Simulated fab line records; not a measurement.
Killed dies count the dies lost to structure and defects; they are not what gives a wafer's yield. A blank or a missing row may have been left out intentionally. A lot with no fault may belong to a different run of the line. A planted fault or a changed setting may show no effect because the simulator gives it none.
Chamber matching | flow n5 finfet | 4 sister chambers for N5_STI_FIN_REVEAL_ALD_00 on ald sin-02
The step deposits SiO2, target thk 1 nm, pulse time 1 s. 4 wafers are shown with their chamber, then 9 later ones without.

WAFERS, EACH WITH ITS CHAMBER
wafer  | chamber | heater power w (W)
L087.3 | 2       | 473
L091.1 | 1       | 466
L091.2 | 0       | 472
L091.3 | 3       | 438

WAFERS WITH NO CHAMBER GIVEN
wafer  | heater power w (W)
L091.4 | 478
L091.5 | 436
L091.6 | 478
L092.3 | 469
L092.5 | 464
L092.6 | 500
L096.1 | 473
L096.2 | 490
L096.6 | 482

WHICH CHAMBER EACH WENT THROUGH
wafer  | from the rows above          | in truth
L091.4 | can't be placed: 2 or 0 or 1 | 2
L091.5 | 3                            | 3
L091.6 | can't be placed: 2 or 0 or 1 | 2
L092.3 | can't be placed: 0 or 1 or 2 | 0
L092.5 | can't be placed: 1 or 0 or 2 | 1
L092.6 | can't be placed: 2 or 0 or 1 | 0
L096.1 | can't be placed: 2 or 0 or 1 | 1
L096.2 | can't be placed: 2 or 0 or 1 | 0
L096.6 | can't be placed: 2 or 0 or 1 | 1
Correct placement for 1 of the 9. Not placeable from these rows: 8 (in 8, the candidates include the true chamber). Wrongly placed: 0.
How it was worked out, from the rows above alone: a wafer's distance from a chamber is the root of the sum, over the readings, of the square of ((its reading less the chamber's mean) divided by the reading's scatter). The wafer belongs to the nearest chamber; if the next one is less than 2 further off, it can't be placed. The mean given for a chamber averages the wafers shown for that chamber. The scatter: with one shown wafer a chamber, the root of the mean of the squares of how far each hidden wafer lies from its nearest shown one.
